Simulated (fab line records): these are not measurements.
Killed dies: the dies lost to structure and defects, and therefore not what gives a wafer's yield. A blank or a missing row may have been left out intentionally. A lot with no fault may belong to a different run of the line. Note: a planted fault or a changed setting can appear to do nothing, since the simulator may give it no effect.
Lot-split experiment || flow n5_finfet || on a route of 1938 steps: 7 lots, 39 wafers read

## SPLIT DETAILS
At N5_DUMMY_GATE_ETCH_42 (etches SiO2 in CHF3/O2, target depth 3.5 nm, time 31 s), the setting bias_w was moved away from the recipe's 12 W on 15 of the 39 wafers read, by -16.2% to +16.0%. The other wafers ran this setting at the recipe's value.

The split's own step is where the reading is taken.

## THE READING
rf_vpp_V, in V, at N5_DUMMY_GATE_ETCH_42 (etches SiO2 in CHF3/O2, target depth 3.5 nm, time 31 s). Fault-free wafers of this fab line usually give 42.3 V, standard deviation 1.1 V.

{"wafer": "L079.1", "tool, chamber at the split": "rie_diel-06, 1", "bias_w as run, W": 12, "against the recipe": "recipe", "rf_vpp_V, V": 41.3, "against lot-mates on the recipe": "-"}
{"wafer": "L079.2", "tool, chamber at the split": "rie_diel-06, 2", "bias_w as run, W": 12, "against the recipe": "recipe", "rf_vpp_V, V": 40.3, "against lot-mates on the recipe": "-"}
{"wafer": "L079.3", "tool, chamber at the split": "rie_diel-06, 3", "bias_w as run, W": 10.94, "against the recipe": "-8.8%", "rf_vpp_V, V": 39.7, "against lot-mates on the recipe": -1.9}
{"wafer": "L079.4", "tool, chamber at the split": "rie_diel-06, 0", "bias_w as run, W": 10.94, "against the recipe": "-8.8%", "rf_vpp_V, V": 39.1, "against lot-mates on the recipe": -2.5}
{"wafer": "L079.5", "tool, chamber at the split": "rie_diel-06, 0", "bias_w as run, W": 12, "against the recipe": "recipe", "rf_vpp_V, V": 43.2, "against lot-mates on the recipe": "-"}
{"wafer": "L079.6", "tool, chamber at the split": "rie_diel-06, 1", "bias_w as run, W": 10.94, "against the recipe": "-8.8%", "rf_vpp_V, V": 39.9, "against lot-mates on the recipe": -1.7}
{"wafer": "L080.1", "tool, chamber at the split": "rie_diel-02, 0", "bias_w as run, W": 10.28, "against the recipe": "-14.3%", "rf_vpp_V, V": 37.6, "against lot-mates on the recipe": -5.0}
{"wafer": "L080.2", "tool, chamber at the split": "rie_diel-02, 1", "bias_w as run, W": 10.28, "against the recipe": "-14.3%", "rf_vpp_V, V": 38.0, "against lot-mates on the recipe": -4.6}
{"wafer": "L080.3", "tool, chamber at the split": "rie_diel-02, 2", "bias_w as run, W": 10.28, "against the recipe": "-14.3%", "rf_vpp_V, V": 37.7, "against lot-mates on the recipe": -4.9}
{"wafer": "L080.4", "tool, chamber at the split": "rie_diel-02, 3", "bias_w as run, W": 12, "against the recipe": "recipe", "rf_vpp_V, V": 42.0, "against lot-mates on the recipe": "-"}
{"wafer": "L080.5", "tool, chamber at the split": "rie_diel-02, 0", "bias_w as run, W": 12, "against the recipe": "recipe", "rf_vpp_V, V": 41.6, "against lot-mates on the recipe": "-"}
{"wafer": "L080.6", "tool, chamber at the split": "rie_diel-02, 3", "bias_w as run, W": 12, "against the recipe": "recipe", "rf_vpp_V, V": 44.2, "against lot-mates on the recipe": "-"}
{"wafer": "L090.4", "tool, chamber at the split": "rie_diel-02, 3", "bias_w as run, W": 12, "against the recipe": "recipe", "rf_vpp_V, V": 44.7, "against lot-mates on the recipe": "-"}
{"wafer": "L090.5", "tool, chamber at the split": "rie_diel-02, 2", "bias_w as run, W": 12, "against the recipe": "recipe", "rf_vpp_V, V": 42.0, "against lot-mates on the recipe": "-"}
{"wafer": "L090.6", "tool, chamber at the split": "rie_diel-02, 1", "bias_w as run, W": 12, "against the recipe": "recipe", "rf_vpp_V, V": 41.2, "against lot-mates on the recipe": "-"}
{"wafer": "L092.1", "tool, chamber at the split": "rie_diel-06, 3", "bias_w as run, W": 12, "against the recipe": "recipe", "rf_vpp_V, V": 41.6, "against lot-mates on the recipe": "-"}
{"wafer": "L092.2", "tool, chamber at the split": "rie_diel-06, 0", "bias_w as run, W": 11.34, "against the recipe": "-5.5%", "rf_vpp_V, V": 40.4, "against lot-mates on the recipe": -1.1}
{"wafer": "L092.3", "tool, chamber at the split": "rie_diel-06, 2", "bias_w as run, W": 11.34, "against the recipe": "-5.5%", "rf_vpp_V, V": 40.6, "against lot-mates on the recipe": -0.9}
{"wafer": "L092.4", "tool, chamber at the split": "rie_diel-06, 0", "bias_w as run, W": 12, "against the recipe": "recipe", "rf_vpp_V, V": 42.2, "against lot-mates on the recipe": "-"}
{"wafer": "L092.5", "tool, chamber at the split": "rie_diel-06, 2", "bias_w as run, W": 12, "against the recipe": "recipe", "rf_vpp_V, V": 40.8, "against lot-mates on the recipe": "-"}
{"wafer": "L092.6", "tool, chamber at the split": "rie_diel-06, 3", "bias_w as run, W": 11.34, "against the recipe": "-5.5%", "rf_vpp_V, V": 40.7, "against lot-mates on the recipe": -0.8}
{"wafer": "L094.1", "tool, chamber at the split": "rie_diel-04, 2", "bias_w as run, W": 12, "against the recipe": "recipe", "rf_vpp_V, V": 41.4, "against lot-mates on the recipe": "-"}
{"wafer": "L094.2", "tool, chamber at the split": "rie_diel-04, 1", "bias_w as run, W": 12, "against the recipe": "recipe", "rf_vpp_V, V": 45.1, "against lot-mates on the recipe": "-"}
{"wafer": "L094.3", "tool, chamber at the split": "rie_diel-04, 0", "bias_w as run, W": 12, "against the recipe": "recipe", "rf_vpp_V, V": 41.3, "against lot-mates on the recipe": "-"}
{"wafer": "L094.4", "tool, chamber at the split": "rie_diel-04, 3", "bias_w as run, W": 12, "against the recipe": "recipe", "rf_vpp_V, V": 43.2, "against lot-mates on the recipe": "-"}
{"wafer": "L094.5", "tool, chamber at the split": "rie_diel-04, 0", "bias_w as run, W": 12, "against the recipe": "recipe", "rf_vpp_V, V": 41.2, "against lot-mates on the recipe": "-"}
{"wafer": "L094.6", "tool, chamber at the split": "rie_diel-04, 3", "bias_w as run, W": 12, "against the recipe": "recipe", "rf_vpp_V, V": 43.2, "against lot-mates on the recipe": "-"}
{"wafer": "L095.1", "tool, chamber at the split": "rie_diel-02, 0", "bias_w as run, W": 12, "against the recipe": "recipe", "rf_vpp_V, V": 41.0, "against lot-mates on the recipe": "-"}
{"wafer": "L095.2", "tool, chamber at the split": "rie_diel-02, 3", "bias_w as run, W": 13.92, "against the recipe": "+16.0%", "rf_vpp_V, V": 48.2, "against lot-mates on the recipe": "+6.9"}
{"wafer": "L095.3", "tool, chamber at the split": "rie_diel-02, 2", "bias_w as run, W": 12, "against the recipe": "recipe", "rf_vpp_V, V": 41.1, "against lot-mates on the recipe": "-"}
{"wafer": "L095.4", "tool, chamber at the split": "rie_diel-02, 1", "bias_w as run, W": 12, "against the recipe": "recipe", "rf_vpp_V, V": 41.8, "against lot-mates on the recipe": "-"}
{"wafer": "L095.5", "tool, chamber at the split": "rie_diel-02, 2", "bias_w as run, W": 13.92, "against the recipe": "+16.0%", "rf_vpp_V, V": 47.3, "against lot-mates on the recipe": "+6.0"}
{"wafer": "L095.6", "tool, chamber at the split": "rie_diel-02, 3", "bias_w as run, W": 13.92, "against the recipe": "+16.0%", "rf_vpp_V, V": 47.5, "against lot-mates on the recipe": "+6.2"}
{"wafer": "L097.1", "tool, chamber at the split": "rie_diel-04, 3", "bias_w as run, W": 10.05, "against the recipe": "-16.2%", "rf_vpp_V, V": 37.8, "against lot-mates on the recipe": -4.3}
{"wafer": "L097.2", "tool, chamber at the split": "rie_diel-04, 1", "bias_w as run, W": 10.05, "against the recipe": "-16.2%", "rf_vpp_V, V": 38.9, "against lot-mates on the recipe": -3.2}
{"wafer": "L097.3", "tool, chamber at the split": "rie_diel-04, 2", "bias_w as run, W": 12, "against the recipe": "recipe", "rf_vpp_V, V": 41.2, "against lot-mates on the recipe": "-"}
{"wafer": "L097.4", "tool, chamber at the split": "rie_diel-04, 2", "bias_w as run, W": 12, "against the recipe": "recipe", "rf_vpp_V, V": 40.6, "against lot-mates on the recipe": "-"}
{"wafer": "L097.5", "tool, chamber at the split": "rie_diel-04, 3", "bias_w as run, W": 10.05, "against the recipe": "-16.2%", "rf_vpp_V, V": 37.5, "against lot-mates on the recipe": -4.6}
{"wafer": "L097.6", "tool, chamber at the split": "rie_diel-04, 1", "bias_w as run, W": 12, "against the recipe": "recipe", "rf_vpp_V, V": 44.4, "against lot-mates on the recipe": "-"}

FIT RESULTS
A straight line over all 39 wafers: rf_vpp_V changes by +0.302 V for each +1% of bias_w; r = +0.90; the points scatter about the line by 1.1 V.
The same after taking each lot's own level away (the mean of its wafers on the recipe; 39 wafers): +0.321 V for each +1%; r = +0.91; scatter 1.1 V.
That fit puts the effect of the largest move of bias_w on the reading at 5.2 V.
The span of the lots' own levels, 41.30 to 42.63 V, comes to 1.2 times the standard deviation stated above.
So the lot-to-lot level changes the slope little: the two slopes agree.
Check: for one of the wafers moved furthest among these (-16.2%), held out of the fit, the line's prediction against its lot-mates is -5.01 V. It came out at -4.27 V against them.
Tool readings at the split's step, against how far the setting was moved: rf_vpp_V r = +0.90.

## THESE WAFERS: OTHER SPLITS
These wafers also went through other splits before the reading. Each is held against what the fit with the lots' levels taken away leaves over:
{"other split on the same wafers": "N5_DUMMY_GATE_ETCH_37 source_w", "wafers away from the commonest value": 18, "r with rf_vpp_V (lot level and that fit taken away)": "+0.06"}
{"other split on the same wafers": "N5_DUMMY_GATE_ETCH_31 target_depth_a", "wafers away from the commonest value": 12, "r with rf_vpp_V (lot level and that fit taken away)": -0.02}
{"other split on the same wafers": "N5_DUMMY_GATE_ETCH_32 time_s", "wafers away from the commonest value": 12, "r with rf_vpp_V (lot level and that fit taken away)": "+0.12"}

## THE FILE'S OWN FIT
rf_vpp_V changes by +0.311 V for each +1% of bias_w, r = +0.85.
